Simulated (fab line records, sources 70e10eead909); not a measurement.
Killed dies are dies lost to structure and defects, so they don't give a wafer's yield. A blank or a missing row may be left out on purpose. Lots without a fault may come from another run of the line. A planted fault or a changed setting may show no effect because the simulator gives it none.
fab line records | flow nand_harc
record lots=13 wafers=39 last_day=34
route steps=1302 shown A_CONTACT@1088 THIN_TSV@1267 END@1302
lots that met no fault: from a run of the same line without faults
start_h: hours from the record's first day to the start of the lot's first wafer shown | wait_h: hours since the lot's step before | " the same as in the row above | L1.1+2: a row that stands for several wafers | - no value, or no start given | * or withheld: withheld | < > ~ a bound
route shown NAME@n: a module of which the file shows steps, and the number in the route of the first | usual: mean/standard deviation of fault-free wafers | same: alike in all rows | chamber/n: place in a boat | sites: the reading at each site | _std_site: their standard deviation | _edge_site: outer sites' mean less inner sites' | radius_mm: how far each site lies from the wafer's centre | mask NAME#n: copy n | behind: the tool/chamber that last shaped the wafer | hold: why the lot was held/for how many hours/how that ended | device: the transistor (n, p or np) that didn't switch | end of line: the same wafers' tests at the end of the route | a step without rows: its recipe alone | killed: dies lost to structure and defects at the first sort, not the wafer's yield | map: a wafer's dies, x killed, . not, _ none there
set.NAME: the setting as run; set.NAME@STEP: as run at that earlier step | model.NAME: the simulator's own value behind a step, which no gauge read
steps of the route over a sample of lots; a table a step, a row a wafer
services: from which hour (start_h, from the record's first day; less than 0 if before it) a tool's chamber was out of use, for how many hours, and why
## steps
# step NHARC_A_CONTACT_ETCH_136
# recipe source_w=withheld pressure_mtorr=20 bias_v=1200 time_s=311 target_depth_a=19120 ar_flow_sccm=withheld c4f8_flow_sccm=withheld o2_flow_sccm=withheld chemistry=C4F8/O2/Ar
# usual chamber_pressure_mTorr=20.000/0.021
# same time_s=311
# columns lot.wafer tool chamber start_h wait_h chamber_pressure_mTorr rf_hours_counter_h
L782.2 har_cap_etch-03 1 512.57 0.2 20.011 45
L782.4 " 1 " " 20.056 -
L782.5 " 0 " " 19.975 -
L783.2 har_cap_etch-03 1 531.01 0.2 19.992 48
L783.4 " 0 " " 20.008 -
L783.5 " 1 " " 20.010 -
L785.1 har_cap_etch-03 0 543.21 0.2 20.015 52
L785.4 " 1 " " 19.991 -
L785.6 " 1 " " 19.967 -
L786.1 har_cap_etch-02 0 548.03 0.2 20.000 94
L786.3 " 1 " " 20.055 -
L786.5 " 0 " " 19.982 -
L784.2 har_cap_etch-03 0 549.71 0.2 20.011 53
L784.1 " 1 " " 20.008 53
L784.6 " 0 " " 20.008 -
L788.2 har_cap_etch-03 1 575.39 0.4 19.998 56
L788.4 " 1 " " 19.975 -
L788.5 " 1 " " 20.008 -
L792.3 har_cap_etch-02 1 635.69 0.2 20.008 -
L792.4 " 0 " " 20.038 -
L792.5 " 1 " " 20.022 -
L791.2 har_cap_etch-02 0 642.72 0.2 20.020 109
L791.3 " 1 " " 19.976 -
L791.4 " 0 " " 20.002 -
L800.1 har_cap_etch-01 0 692.59 0.3 20.015 31
L800.4 " 0 " " 20.022 -
L800.5 " 0 " " 20.015 -
L801.2 har_cap_etch-02 1 707.52 0.2 20.003 120
L801.4 " 1 " " 19.979 -
L801.5 " 0 " " 20.030 -
L802.2 har_cap_etch-02 0 714.47 0.2 20.003 122
L802.4 " 0 " " 20.007 -
L802.5 " 1 " " 19.975 -
L803.4 har_cap_etch-03 1 718.61 0.2 19.960 -
L803.5 " 1 " " 20.003 -
L803.6 " 0 " " 19.991 -
L805.2 har_cap_etch-01 0 758.41 0.2 20.009 45
L805.1 " 1 " " 20.021 45
L805.5 " 1 " " 19.987 -
# step NHARC_THIN_TSV_DEP_47
# recipe target_thk_a=2000 temp_c=withheld pressure_torr=6.5 rf_w=900 teos_flow_sccm=161.4 flow_sccm=2650 target_thk_nm=200 gas=O2 material=SiO2
# usual throttle_valve_pct=15.6/0.41
# columns lot.wafer tool chamber start_h wait_h throttle_valve_pct
L782.2 pecvd-02 1 545.81 - 15.9
L782.4 " 0 " " 15.4
L782.5 " 1 " " 15.7
L783.2 pecvd-04 1 567.41 - 15.3
L783.4 " 0 " " 15.8
L783.5 " 2 " " 16.1
L785.1 pecvd-02 2 578.99 - 16.7
L785.4 " 0 " " 15.4
L785.6 " 2 " " 16.0
L786.3 pecvd-04 2 585.38 - 16.3
L786.1 " 0 " " 15.9
L786.5 " 0 " " 15.9
L784.1 pecvd-02 2 586.57 - 15.9
L784.2 " 1 " " 15.7
L784.6 " 2 " " 16.4
L788.2 pecvd-03 2 610.25 - 16.1
L788.5 " 0 " " 15.5
L788.4 " 2 " " 16.4
L792.3 pecvd-04 1 674.87 - 15.3
L792.5 " 2 " " 16.0
L792.4 " 0 " " 15.3
L791.3 pecvd-04 1 677.10 - 15.2
L791.2 " 0 " " 15.3
L791.4 " 0 " " 15.3
L800.1 pecvd-02 0 727.98 - 15.1
L800.4 " 0 " " 15.4
L800.5 " 1 " " 15.7
L801.2 pecvd-02 1 748.24 - 15.5
L801.4 " 1 " " 15.3
L801.5 " 0 " " 15.0
L802.2 pecvd-02 2 749.48 - 16.1
L802.5 " 1 " " 15.5
L802.4 " 0 " " 15.1
L803.6 pecvd-03 0 759.31 - 15.5
L803.5 " 1 " " 16.0
L803.4 " 2 " " 15.4
L805.1 pecvd-04 0 793.08 - 15.7
L805.2 " 1 " " 15.3
L805.5 " 1 " " 15.2
# step NHARC_THIN_TSV_PRE_CLEAN_50
# recipe time_s=30 temp_c=280 gas=H2/He
# usual heater_power_w=408/24 susceptor_temp_C=279.98/0.19
# same time_s=30
# columns lot.wafer tool chamber start_h wait_h heater_power_w susceptor_temp_C
L782.2 pvd_sputter-02 - - - 371 279.67
L782.4 " - " " 408 279.89
L782.5 " - " " 411 280.19
L783.2 pvd_sputter-03 - - - 404 280.14
L783.4 " - " " 454 280.02
L783.5 " - " " 378 279.48
L785.1 pvd_sputter-02 - - - 393 279.94
L785.4 " - " " 430 279.90
L785.6 " - " " 370 280.21
L786.1 pvd_sputter-03 - - - 376 280.26
L786.3 " - " " 402 280.03
L786.5 " - " " 412 279.78
L784.1 pvd_sputter-03 - - - 453 280.10
L784.2 " - " " 387 280.10
L784.6 " - " " 390 279.99
L788.2 pvd_sputter-02 - - - 422 280.00
L788.4 " - " " 370 280.04
L788.5 " - " " 397 279.85
L792.4 pvd_sputter-01 - - - 400 280.08
L792.3 " - " " 425 279.95
L792.5 " - " " 407 280.13
L791.2 pvd_sputter-01 - - - 397 280.40
L791.4 " - " " 429 280.12
L791.3 " - " " 422 279.80
L800.4 pvd_sputter-01 - - - 431 280.16
L800.1 " - " " 393 279.91
L800.5 " - " " 439 280.00
L801.2 pvd_sputter-02 - - - 380 279.94
L801.4 " - " " 405 279.84
L801.5 " - " " 422 280.13
L802.4 pvd_sputter-03 - - - 424 280.08
L802.2 " - " " 385 280.36
L802.5 " - " " 426 279.70
L803.4 pvd_sputter-02 - - - 402 279.80
L803.6 " - " " 393 279.85
L803.5 " - " " 377 280.14
L805.2 pvd_sputter-03 - - - 387 280.11
L805.1 " - " " 481 279.96
L805.5 " - " " 388 279.70
# step NHARC_THIN_TSV_STRIP_56
# recipe power_w=1500 temp_c=250 chemistry=O2
# usual drypump_motor_current_A=5.5/0.46 heater_power_w=306/34
# columns lot.wafer tool chamber start_h wait_h drypump_motor_current_A heater_power_w rf_hours_counter_h
L782.2 plasma_asher-01 0 550.56 0.1 5.7 270 4
L782.4 " 1 " " 5.8 328 -
L782.5 " 1 " " 5.9 325 -
L783.2 plasma_asher-02 1 572.09 0.1 4.7 348 33
L783.4 " 0 " " 4.9 294 -
L783.5 " 1 " " 4.7 349 -
L785.1 plasma_asher-02 1 583.80 0.1 4.7 353 35
L785.4 " 0 " " 4.9 301 -
L785.6 " 0 " " 4.9 299 -
L786.1 plasma_asher-01 0 590.14 0.1 5.7 265 12
L786.3 " 0 " " 5.7 266 -
L786.5 " 1 " " 5.9 327 -
L784.1 plasma_asher-02 1 591.15 0.1 4.7 347 38
L784.2 " 0 " " 4.9 291 38
L784.6 " 0 " " 4.9 300 -
L788.2 plasma_asher-01 1 615.03 0.1 5.9 329 17
L788.4 " 0 " " 5.8 269 -
L788.5 " 1 " " 5.9 334 -
L792.4 plasma_asher-01 1 679.71 0.2 5.9 325 -
L792.3 " 0 " " 5.8 266 -
L792.5 " 1 " " 5.9 330 -
L791.2 plasma_asher-02 1 682.02 0.1 4.7 351 13
L791.4 " 1 " " 4.7 345 -
L791.3 " 0 " " 4.9 297 -
L800.1 plasma_asher-02 0 732.76 0.1 4.9 302 24
L800.4 " 0 " " 4.9 300 -
L800.5 " 1 " " 4.7 343 -
L801.2 plasma_asher-01 1 752.99 0.1 5.9 341 10
L801.4 " 1 " " 5.9 343 -
L801.5 " 0 " " 5.8 269 -
L802.2 plasma_asher-01 0 754.22 0.1 5.7 267 10
L802.4 " 0 " " 5.7 264 -
L802.5 " 1 " " 5.9 338 -
L803.4 plasma_asher-01 0 764.03 0.2 5.8 263 -
L803.5 " 1 " " 5.9 343 -
L803.6 " 0 " " 5.8 268 -
L805.1 plasma_asher-01 0 797.66 0.1 5.8 271 21
L805.2 " 1 " " 5.9 336 21
L805.5 " 0 " " 5.7 265 -
# step NHARC_END_SORT_01
# recipe temp_c=25
# usual killed_at_array=51/17 killed_at_other=1.0/1.2 killed_at_periphery=3.4/2.5 killed_dies=56/17 killed_open=3.3/2.1 killed_short=2.6/1.6
# same gross_dies=677
# columns lot.wafer tool chamber start_h wait_h killed_at_array killed_at_other killed_at_periphery killed_dies killed_open killed_short
L783.2 prober-01 0 581.94 2.8 67 2 4 73 2 6
L783.4 prober-01 0 583.56 3.4 51 1 5 57 7 2
L783.5 prober-01 0 584.36 3.7 55 0 3 58 10 1
L791.2 prober-02 0 689.82 2.8 60 1 2 63 5 0
L791.3 prober-02 0 690.62 3.1 75 0 6 81 9 2
L791.4 prober-02 0 691.43 3.4 45 1 2 48 4 3
L792.3 prober-01 0 698.32 3.1 28 2 4 34 2 2
L792.4 prober-01 0 699.13 3.4 52 2 0 54 3 3
L792.5 prober-01 0 699.93 3.7 39 2 2 43 1 3
L800.1 prober-01 0 741.20 2.5 55 3 2 60 3 3
L800.4 prober-01 0 743.61 3.4 51 3 3 57 4 2
L800.5 prober-01 0 744.42 3.7 58 2 0 60 1 1
L801.2 prober-01 0 762.22 2.8 52 1 1 54 3 2
L801.4 prober-01 0 763.82 3.4 24 1 4 29 2 1
L801.5 prober-01 0 764.62 3.7 121 0 4 125 2 1
L802.2 prober-01 0 770.02 2.8 123 2 4 129 3 1
L802.4 prober-01 0 771.62 3.4 118 1 4 123 1 3
L802.5 prober-01 0 772.43 3.7 39 0 2 41 0 2
# killed by level:class
L783.2 A_CHANNEL_HOLE_D1:chamber_film_flake=35 A_SLIT:chamber_film_flake=14 A_CHANNEL_HOLE_D2:chamber_film_flake=10 P_M1:geometric_particle:short=2 A_STAIRCASE:chamber_film_flake=2 THIN_TSV:chamber_film_flake=2 P_STI:geometric_particle:short=1 A_ONON_D1:geometric_particle:open=1
L783.4 A_SLIT:chamber_film_flake=17 A_CHANNEL_HOLE_D1:chamber_film_flake=9 A_CHANNEL_HOLE_D2:chamber_film_flake=7 A_SGD_CUT:chamber_film_flake=3 A_CONTACT:chamber_film_flake=3 A_CHANNEL_FILL_D1:chamber_film_flake=2 A_STAIRCASE:chamber_film_flake=2 P_CONTACT:geometric_particle:open=1
L783.5 A_SLIT:chamber_film_flake=23 A_CHANNEL_HOLE_D1:chamber_film_flake=10 A_CHANNEL_HOLE_D2:chamber_film_flake=4 A_CONTACT:chamber_film_flake=4 P_CONTACT:geometric_particle:open=2 A_CONTACT:geometric_particle:open=2 A_BLC:geometric_particle:open=2 A_SGD_CUT:chamber_film_flake=2
L791.2 A_CHANNEL_HOLE_D1:chamber_film_flake=30 A_CHANNEL_HOLE_D2:chamber_film_flake=13 A_CONTACT:chamber_film_flake=7 A_CHANNEL_FILL_D2:chamber_film_flake=2 A_ONON_D1:geometric_particle:open=1 A_CHANNEL_FILL_D1:geometric_particle:open=1 A_ONON_D2:geometric_particle:open=1 A_CONTACT:geometric_particle:open=1
L791.3 A_CHANNEL_HOLE_D1:chamber_film_flake=30 A_CHANNEL_HOLE_D2:chamber_film_flake=22 A_CONTACT:chamber_film_flake=7 P_STI:chamber_film_flake=4 A_STAIRCASE:chamber_film_flake=4 A_ONON_D1:geometric_particle:open=2 A_CHANNEL_FILL_D2:geometric_particle:open=2 A_SLIT:chamber_film_flake=2
L791.4 A_CHANNEL_HOLE_D2:chamber_film_flake=19 A_CHANNEL_HOLE_D1:chamber_film_flake=10 A_CONTACT:chamber_film_flake=6 A_SLIT:chamber_film_flake=2 P_M0:geometric_particle:open=1 A_SOURCE_PLATE:geometric_particle:short=1 A_CHANNEL_FILL_D1:geometric_particle:open=1 A_CHANNEL_FILL_D2:geometric_particle:open=1
L792.3 A_CHANNEL_HOLE_D1:chamber_film_flake=9 A_CHANNEL_HOLE_D2:chamber_film_flake=5 A_CONTACT:chamber_film_flake=4 A_SLIT:chamber_film_flake=3 P_M0:chamber_film_flake=2 A_CHANNEL_HOLE_D2:unspecified=2 THIN_TSV:chamber_film_flake=2 P_STI:geometric_particle:open=1
L792.4 A_CHANNEL_HOLE_D1:chamber_film_flake=34 A_SLIT:chamber_film_flake=4 A_CONTACT:chamber_film_flake=4 A_CHANNEL_HOLE_D2:unspecified=2 THIN_TSV:chamber_film_flake=2 A_ONON_D1:geometric_particle:open=1 A_SGD_CUT:geometric_particle:open=1 A_WL_FILL:geometric_particle:short=1
L792.5 A_CHANNEL_HOLE_D1:chamber_film_flake=27 A_CHANNEL_HOLE_D2:unspecified=3 A_SLIT:chamber_film_flake=3 A_CONTACT:chamber_film_flake=2 THIN_TSV:chamber_film_flake=2 A_CHANNEL_HOLE_D1:geometric_particle:short=1 A_ONON_D2:geometric_particle:short=1 A_ONON_D2:geometric_particle:open=1
L800.1 A_SLIT:chamber_film_flake=23 A_CHANNEL_HOLE_D1:chamber_film_flake=18 A_WL_FILL:chamber_film_flake=3 A_CHANNEL_FILL_D1:geometric_particle:short=2 A_STAIRCASE:chamber_film_flake=2 A_CHANNEL_FILL_D1:chamber_film_flake=2 THIN_TSV:chamber_film_flake=2 P_CONTACT:geometric_particle:open=1
L800.4 A_SLIT:chamber_film_flake=31 A_CHANNEL_HOLE_D1:chamber_film_flake=13 P_CONTACT:geometric_particle:open=2 A_DECK1_JOINT:geometric_particle:short=2 A_STAIRCASE:chamber_film_flake=2 THIN_TSV:chamber_film_flake=2 P_M0:geometric_particle:open=1 A_ONON_D1:geometric_particle:open=1
L800.5 A_SLIT:chamber_film_flake=36 A_CHANNEL_HOLE_D1:chamber_film_flake=10 A_STAIRCASE:chamber_film_flake=7 A_CHANNEL_FILL_D2:geometric_particle:short=1 A_CONTACT:geometric_particle:open=1 A_CHANNEL_FILL_D1:chamber_film_flake=1 A_WL_FILL:chamber_film_flake=1 A_CONTACT:chamber_film_flake=1
L801.2 A_CHANNEL_HOLE_D1:chamber_film_flake=33 A_SLIT:chamber_film_flake=6 A_STAIRCASE:chamber_film_flake=4 A_CONTACT:chamber_film_flake=4 A_CHANNEL_HOLE_D1:geometric_particle:short=1 A_CHANNEL_FILL_D2:geometric_particle:open=1 A_WL_FILL:geometric_particle:short=1 A_M0:geometric_particle:open=1
L801.4 A_CONTACT:chamber_film_flake=8 A_CHANNEL_HOLE_D1:chamber_film_flake=7 A_STAIRCASE:chamber_film_flake=3 A_SLIT:chamber_film_flake=2 A_WL_FILL:chamber_film_flake=2 P_M1:geometric_particle:open=1 A_CHANNEL_FILL_D1:geometric_particle:short=1 A_M0:geometric_particle:open=1
L801.5 A_CONTACT:unspecified=81 A_CHANNEL_HOLE_D1:chamber_film_flake=29 P_ZERO_WELL:chamber_film_flake=3 A_CHANNEL_HOLE_D2:chamber_film_flake=2 A_STAIRCASE:chamber_film_flake=2 A_CONTACT:chamber_film_flake=2 A_STAIRCASE:geometric_particle:open=1 A_SGD_CUT:geometric_particle:short=1
L802.2 A_CONTACT:unspecified=89 A_CHANNEL_HOLE_D1:chamber_film_flake=14 A_SLIT:chamber_film_flake=9 A_BONDPAD:chamber_film_flake=3 A_CHANNEL_HOLE_D2:chamber_film_flake=2 A_STAIRCASE:chamber_film_flake=2 A_CONTACT:chamber_film_flake=2 THIN_TSV:chamber_film_flake=2
L802.4 A_CONTACT:unspecified=90 A_CHANNEL_HOLE_D1:chamber_film_flake=12 A_BONDPAD:chamber_film_flake=6 A_SLIT:chamber_film_flake=4 A_STAIRCASE:chamber_film_flake=3 P_M2:chamber_film_flake=2 P_STI:geometric_particle:open=1 A_ONON_D1:geometric_particle:short=1
L802.5 A_CHANNEL_HOLE_D1:chamber_film_flake=11 A_SLIT:chamber_film_flake=8 A_BONDPAD:chamber_film_flake=7 A_CONTACT:chamber_film_flake=6 A_STAIRCASE:chamber_film_flake=4 A_ONON_D2:geometric_particle:short=1 A_SGD_CUT:geometric_particle:short=1 P_ZERO_WELL:chamber_film_flake=1
## services
# columns tool chamber start_h hours kind
pvd_sputter-02 - 516.37 0.7 repair
plasma_asher-01 - 519.41 9.0 pm
pvd_sputter-03 - 526.03 10.0 pm
pvd_sputter-02 - 578.47 1.1 repair
pecvd-02 - 589.13 13.0 pm
pvd_sputter-01 - 590.89 3.0 repair
plasma_asher-02 - 603.06 9.0 pm
pecvd-04 - 610.05 0.5 repair
pecvd-04 - 631.34 13.0 pm
pvd_sputter-02 - 638.00 10.0 pm
plasma_asher-02 - 664.57 0.8 repair
plasma_asher-01 - 696.41 9.0 pm
har_cap_etch-02 - 702.83 0.5 repair
pvd_sputter-03 - 704.03 10.0 pm
plasma_asher-02 - 705.11 0.4 repair
plasma_asher-02 - 707.86 3.2 repair
pecvd-04 - 715.44 1.6 repair
pvd_sputter-02 - 717.65 22.4 repair
pvd_sputter-03 - 749.03 1.2 repair
har_cap_etch-02 - 754.00 17.0 pm
pecvd-02 - 770.13 13.0 pm
plasma_asher-02 - 780.06 9.0 pm
har_cap_etch-02 - 783.45 0.3 repair
pvd_sputter-03 - 797.10 4.6 repair
## key
first_sign step=NHARC_END_SORT_01 reading=killed_at_array direction=up sigmas=4.1 usual=51 struck=121
effect step=NHARC_END_SORT_01 reading=killed_dies direction=up sigmas=4.1 usual=56 struck=126
more_kills_born_at NHARC_A_CONTACT_ETCH_136@har_cap_etch-02=249
met_at NHARC_A_CONTACT_ETCH_136
struck_lots L801,L802
struck_wafers L801.5,L802.2,L802.4
tester_left_out L801,L802
not_acting_at NHARC_THIN_TSV_DEP_47,NHARC_THIN_TSV_PRE_CLEAN_50,NHARC_THIN_TSV_STRIP_56
onset_between 642.72 707.52
fault kind=chamber_particle_source tool=har_cap_etch-02 chamber=0 onset_h=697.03 steps=NHARC_A_CONTACT_ETCH_136 rate_per_visit_cm2=1.8405 end_h=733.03
# tester_left_out: of these lots the tester's yield and bins aren't shown, on N5 and GAA mostly nor the transistor test; their killed dies are dies lost to structure and defects alone, not to doping, threshold or leakage, so they don't give the yield
